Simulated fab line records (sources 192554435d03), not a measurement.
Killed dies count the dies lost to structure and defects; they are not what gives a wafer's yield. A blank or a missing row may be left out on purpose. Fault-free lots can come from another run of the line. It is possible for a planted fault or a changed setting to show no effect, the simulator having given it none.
The same fault as seen by 2 desks | flow n5Finfet | each desk has only its own numbers; what lay behind them comes last

== AT THE METROLOGY DESK ==
Lot by lot, what the gauges showed, no matter which tool ran the lot: averages of those sampled wafers that carry a number. Any lot whose mean is over 4 standard deviations away from the usual mean is out of limits and marked OUT; that distance is given in the brackets.
Columns: A = trenchDepthNm at N5_BEOL_M12_OCD_MEAS_35, usual 319 nm
lot  | first seen here | A
L272 | day 11 20:47    | 319
L274 | day 11 22:22    | 320
L284 | day 14 06:35    | 320
L289 | day 15 16:22    | 320
L292 | day 18 00:52    | 319
Finding of this desk: none of the 5 lots has anything out of limits.

== AT THE TOOL OWNER'S DESK: pvdSputter-01 ==
The tool's own readings at N5_BEOL_M12_SPUTTER_44 (material Ta, target thk 10 nm, time 16.13 s): means of the sampled wafers that have a number, for each lot that ran on this tool. Any lot whose mean is over 4 standard deviations away from the usual mean is out of limits and marked OUT; that distance is given in the brackets.
Columns: A = throttleValvePct at N5_BEOL_M12_SPUTTER_44, usual 30.3 %
lot  | first seen here | A
L272 | day 12 01:21    | 28.8
L274 | day 12 02:37    | 30.1
L284 | day 14 08:34    | 30.1
Finding of this desk: none of the 3 lots has anything out of limits.

== TAKEN TOGETHER ==
The metrology desk saw nothing out of limits.
The tool owner's desk saw nothing out of limits.

== WHAT WAS PUT IN BY THE SIMULATOR ==
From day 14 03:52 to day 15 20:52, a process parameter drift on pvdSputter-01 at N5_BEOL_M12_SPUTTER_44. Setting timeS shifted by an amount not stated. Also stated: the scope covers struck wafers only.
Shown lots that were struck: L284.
